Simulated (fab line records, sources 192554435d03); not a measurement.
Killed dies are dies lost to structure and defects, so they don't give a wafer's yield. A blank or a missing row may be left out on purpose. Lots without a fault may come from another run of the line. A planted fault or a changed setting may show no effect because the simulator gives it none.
Chamber matching | flow n5_finfet | N5_DUMMY_GATE_ETCH_32 on rie_si-01: 4 sister chambers
The step etches SiO2 in CF4, target depth 3.5 nm, time 3.9 s. 18 wafers are shown with their chamber, then 9 later ones without.

WAFERS WITH THEIR CHAMBER
wafer  | chamber | throttle_valve_pct (%) | drypump_motor_current_A (A) | oes_product_au (a.u.)
L081.2 | 0       | 21.81                  | 6.2                         | 1.025
L081.3 | 3       | 21.32                  | 5.9                         | 0.968
L081.5 | 0       | 21.82                  | 6.3                         | 1.025
L082.3 | 3       | 21.34                  | 5.9                         | 0.968
L082.4 | 2       | 21.57                  | 6.4                         | 1.003
L082.5 | 2       | 21.58                  | 6.3                         | 1.006
L087.1 | 2       | 21.54                  | 6.3                         | 0.987
L087.5 | 0       | 21.83                  | 6.3                         | 1.028
L087.6 | 1       | 21.97                  | 5.2                         | 1.020
L088.1 | 1       | 21.96                  | 5.2                         | 1.011
L088.3 | 0       | 21.83                  | 6.3                         | 1.029
L088.4 | 3       | 21.34                  | 5.9                         | 0.973
L089.1 | 2       | 21.55                  | 6.3                         | 0.987
L089.4 | 1       | 21.96                  | 5.2                         | 1.007
L089.5 | 2       | 21.55                  | 6.3                         | 0.981
L091.2 | 0       | 21.83                  | 6.3                         | 1.032
L091.3 | 1       | 21.97                  | 5.2                         | 1.022
L091.6 | 2       | 21.55                  | 6.4                         | 1.002

SIGNATURES (means of the wafers above)
reading                 | chamber 0 | chamber 1 | chamber 2 | chamber 3 | scatter within a chamber
throttle_valve_pct      | 21.8240   | 21.9650   | 21.5567   | 21.3333   | 0.0114
drypump_motor_current_A | 6.280     | 5.200     | 6.333     | 5.900     | 0.039
oes_product_au          | 1.02780   | 1.01500   | 0.99433   | 0.96967   | 0.00737
Rule: a wafer's distance from a chamber is the root of the sum, over the readings, of the square of ((its reading less the chamber's mean) divided by the reading's scatter). The wafer belongs to the nearest chamber; if the next one is less than 2 further off, it can't be placed. The scatter: the root of (the sum of the squares of (reading less its chamber's mean) over the shown wafers, divided by (wafers less chambers)).

WAFERS WITHOUT THEIR CHAMBER
wafer  | throttle_valve_pct (%) | drypump_motor_current_A (A) | oes_product_au (a.u.)
L092.1 | 21.53                  | 6.3                         | 0.985
L092.2 | 21.34                  | 5.9                         | 0.980
L092.3 | 21.96                  | 5.2                         | 1.016
L096.2 | 21.56                  | 6.3                         | 0.997
L096.4 | 21.34                  | 5.9                         | 0.971
L096.6 | 21.55                  | 6.3                         | 1.000
L097.3 | 21.34                  | 5.9                         | 0.971
L097.5 | 21.95                  | 5.2                         | 1.018
L097.6 | 21.81                  | 6.3                         | 1.028

WHICH CHAMBER EACH WENT THROUGH
wafer  | from the rows above | in truth
L092.1 | 2                   | 2
L092.2 | 3                   | 3
L092.3 | 1                   | 1
L096.2 | 2                   | 2
L096.4 | 3                   | 3
L096.6 | 2                   | 2
L097.3 | 3                   | 3
L097.5 | 1                   | 1
L097.6 | 0                   | 0
Placed correctly: 9 of 9. Can't be placed from these rows: 0. Placed wrongly: 0.
